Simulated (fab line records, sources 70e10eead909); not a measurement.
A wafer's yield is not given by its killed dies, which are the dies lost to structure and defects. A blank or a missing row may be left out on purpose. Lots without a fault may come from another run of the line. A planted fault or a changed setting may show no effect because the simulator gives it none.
Chamber matching -- flow nand-harc -- NHARC_A_BLC_ETCH_16 on rie-diel-13 has 4 sister chambers
The step etches the open film in CF4, target depth 39 nm, time 65 s. 4 wafers are shown with their chamber, then 10 later ones without.

== WAFERS WITH THEIR CHAMBER ==
wafer,chamber,showerhead-plenum-p-Torr (Torr)
L087.2,3,1.727
L087.5,1,1.711
L091.3,0,1.718
L091.5,2,1.806

== WAFERS MISSING THEIR CHAMBER ==
wafer,showerhead-plenum-p-Torr (Torr)
L091.6,1.726
L093.1,1.806
L093.2,1.710
L093.6,1.726
L096.1,1.709
L096.2,1.725
L096.3,1.804
L097.1,1.805
L097.5,1.726
L097.6,1.805

== CHAMBER TAKEN BY EACH ==
wafer,from the rows above,in truth
L091.6,3,3
L093.1,2,2
L093.2,1,1
L093.6,3,3
L096.1,1,1
L096.2,3,3
L096.3,2,2
L097.1,2,2
L097.5,3,3
L097.6,2,2
10 of 10 placed correctly. Not placeable from these rows: 0. 0 placed wrongly.
How it was worked out, from the rows above alone: a wafer's distance from a chamber is the root of the sum, over the readings, of the square of ((its reading less the chamber's mean) divided by the reading's scatter). The wafer belongs to the nearest chamber; if the next one is less than 2 further off, it can't be placed. A chamber's mean is the mean of its shown wafers. The scatter: with one shown wafer a chamber, the root of the mean of the squares of how far each hidden wafer lies from its nearest shown one.
